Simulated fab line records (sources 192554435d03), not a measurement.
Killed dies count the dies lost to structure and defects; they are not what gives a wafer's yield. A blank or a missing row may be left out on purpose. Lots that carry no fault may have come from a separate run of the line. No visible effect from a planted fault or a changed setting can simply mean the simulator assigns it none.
Matching of chambers || flow n5-finfet || rie-diel-04 running N5_BEOL_M2_DESCUM_33: 4 sister chambers
The step chemistry O2, time 7 s. 8 wafers are shown with their chamber, then 12 later ones without.

## WAFERS, EACH WITH ITS CHAMBER
{"wafer": "L080.2", "chamber": 1, "drypump-motor-current-A (A)": 6.3, "showerhead-plenum-p-Torr (Torr)": 2.14}
{"wafer": "L082.4", "chamber": 1, "drypump-motor-current-A (A)": 6.3, "showerhead-plenum-p-Torr (Torr)": 2.14}
{"wafer": "L087.6", "chamber": 2, "drypump-motor-current-A (A)": 5.7, "showerhead-plenum-p-Torr (Torr)": 2.08}
{"wafer": "L088.5", "chamber": 3, "drypump-motor-current-A (A)": 5.6, "showerhead-plenum-p-Torr (Torr)": 2.14}
{"wafer": "L088.6", "chamber": 2, "drypump-motor-current-A (A)": 5.7, "showerhead-plenum-p-Torr (Torr)": 2.07}
{"wafer": "L090.2", "chamber": 3, "drypump-motor-current-A (A)": 5.7, "showerhead-plenum-p-Torr (Torr)": 2.14}
{"wafer": "L090.3", "chamber": 0, "drypump-motor-current-A (A)": 5.1, "showerhead-plenum-p-Torr (Torr)": 2.06}
{"wafer": "L090.6", "chamber": 0, "drypump-motor-current-A (A)": 5.1, "showerhead-plenum-p-Torr (Torr)": 2.06}

## WAFERS WITHOUT THEIR CHAMBER
{"wafer": "L092.3", "drypump-motor-current-A (A)": 5.7, "showerhead-plenum-p-Torr (Torr)": 2.07}
{"wafer": "L092.5", "drypump-motor-current-A (A)": 5.7, "showerhead-plenum-p-Torr (Torr)": 2.07}
{"wafer": "L092.6", "drypump-motor-current-A (A)": 5.6, "showerhead-plenum-p-Torr (Torr)": 2.14}
{"wafer": "L093.1", "drypump-motor-current-A (A)": 5.1, "showerhead-plenum-p-Torr (Torr)": 2.06}
{"wafer": "L093.2", "drypump-motor-current-A (A)": 5.7, "showerhead-plenum-p-Torr (Torr)": 2.07}
{"wafer": "L093.3", "drypump-motor-current-A (A)": 5.7, "showerhead-plenum-p-Torr (Torr)": 2.14}
{"wafer": "L093.4", "drypump-motor-current-A (A)": 5.7, "showerhead-plenum-p-Torr (Torr)": 2.14}
{"wafer": "L093.5", "drypump-motor-current-A (A)": 5.1, "showerhead-plenum-p-Torr (Torr)": 2.05}
{"wafer": "L093.6", "drypump-motor-current-A (A)": 5.7, "showerhead-plenum-p-Torr (Torr)": 2.07}
{"wafer": "L094.1", "drypump-motor-current-A (A)": 5.1, "showerhead-plenum-p-Torr (Torr)": 2.05}
{"wafer": "L094.3", "drypump-motor-current-A (A)": 5.7, "showerhead-plenum-p-Torr (Torr)": 2.07}
{"wafer": "L094.4", "drypump-motor-current-A (A)": 5.7, "showerhead-plenum-p-Torr (Torr)": 2.14}

## WHICH CHAMBER EACH ONE RAN IN
{"wafer": "L092.3", "from the rows above": 2, "in truth": 2}
{"wafer": "L092.5", "from the rows above": 2, "in truth": 2}
{"wafer": "L092.6", "from the rows above": 3, "in truth": 3}
{"wafer": "L093.1", "from the rows above": 0, "in truth": 0}
{"wafer": "L093.2", "from the rows above": 2, "in truth": 2}
{"wafer": "L093.3", "from the rows above": 3, "in truth": 3}
{"wafer": "L093.4", "from the rows above": 3, "in truth": 3}
{"wafer": "L093.5", "from the rows above": 0, "in truth": 0}
{"wafer": "L093.6", "from the rows above": 2, "in truth": 2}
{"wafer": "L094.1", "from the rows above": 0, "in truth": 0}
{"wafer": "L094.3", "from the rows above": 2, "in truth": 2}
{"wafer": "L094.4", "from the rows above": 3, "in truth": 3}
Correct placement for 12 of the 12. Left unplaced by these rows: 0. 0 placed wrongly.
How it was worked out, from the rows above alone: a wafer's distance from a chamber is the root of the sum, over the readings, of the square of ((its reading less the chamber's mean) divided by the reading's scatter). If the next closest chamber is less than 2 further off than the closest, the wafer can't be placed; otherwise it belongs to the closest. For every chamber, the mean is computed from those of its wafers that are shown. The scatter: take each reading less its chamber's mean, square it, sum over the shown wafers, divide by the number of wafers less the number of chambers, and take the root.
